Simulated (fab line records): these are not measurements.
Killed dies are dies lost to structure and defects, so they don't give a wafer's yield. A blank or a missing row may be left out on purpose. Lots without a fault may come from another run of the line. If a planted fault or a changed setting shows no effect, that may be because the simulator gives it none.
Chamber matching || flow nandHarc || pecvd-04 running NHARC_P_M0_PRE_CLEAN_31: 3 sister chambers
The step time 12 s. 14 wafers are shown with their chamber, then 7 later ones without.

== WAFERS PAIRED WITH THEIR CHAMBERS ==
{"wafer": "L077.2", "chamber": 1, "heaterPowerW (W)": 611}
{"wafer": "L077.4", "chamber": 2, "heaterPowerW (W)": 612}
{"wafer": "L077.6", "chamber": 1, "heaterPowerW (W)": 624}
{"wafer": "L076.1", "chamber": 0, "heaterPowerW (W)": 472}
{"wafer": "L076.3", "chamber": 1, "heaterPowerW (W)": 634}
{"wafer": "L076.6", "chamber": 2, "heaterPowerW (W)": 622}
{"wafer": "L084.1", "chamber": 0, "heaterPowerW (W)": 455}
{"wafer": "L084.2", "chamber": 1, "heaterPowerW (W)": 637}
{"wafer": "L084.6", "chamber": 1, "heaterPowerW (W)": 612}
{"wafer": "L089.2", "chamber": 2, "heaterPowerW (W)": 648}
{"wafer": "L089.4", "chamber": 1, "heaterPowerW (W)": 668}
{"wafer": "L089.6", "chamber": 0, "heaterPowerW (W)": 486}
{"wafer": "L092.2", "chamber": 0, "heaterPowerW (W)": 483}
{"wafer": "L092.4", "chamber": 0, "heaterPowerW (W)": 477}

SIGNATURES, as means of the wafers listed above
{"reading": "heaterPowerW", "chamber 0": 474.60, "chamber 1": 631.00, "chamber 2": 627.33, "scatter within a chamber": 17.9}
Rule: a wafer lies at a distance from a chamber equal to the root of the sum of squares, over the readings, of (its reading less the chamber's mean, divided by the reading's scatter). If the next closest chamber is less than 2 further off than the closest, the wafer can't be placed; otherwise it belongs to the closest. The scatter: take each reading less its chamber's mean, square it, sum over the shown wafers, divide by the number of wafers less the number of chambers, and take the root.

== WAFERS WHOSE CHAMBER IS MISSING ==
{"wafer": "L092.5", "heaterPowerW (W)": 530}
{"wafer": "L094.1", "heaterPowerW (W)": 617}
{"wafer": "L094.3", "heaterPowerW (W)": 553}
{"wafer": "L094.5", "heaterPowerW (W)": 475}
{"wafer": "L096.1", "heaterPowerW (W)": 416}
{"wafer": "L096.5", "heaterPowerW (W)": 405}
{"wafer": "L096.6", "heaterPowerW (W)": 670}

== WHICH CHAMBER EACH ONE RAN IN ==
{"wafer": "L092.5", "from the rows above": 0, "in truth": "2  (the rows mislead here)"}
{"wafer": "L094.1", "from the rows above": "can't be placed: 2 or 1", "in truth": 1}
{"wafer": "L094.3", "from the rows above": "can't be placed: 2 or 1 or 0", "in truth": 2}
{"wafer": "L094.5", "from the rows above": 0, "in truth": 0}
{"wafer": "L096.1", "from the rows above": 0, "in truth": 0}
{"wafer": "L096.5", "from the rows above": 0, "in truth": 0}
{"wafer": "L096.6", "from the rows above": "can't be placed: 1 or 2", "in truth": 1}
Placed correctly: 3 of 7. Cannot be placed on the basis of these rows: 3; the candidates contain the true chamber in 3. Placed wrongly: 1.
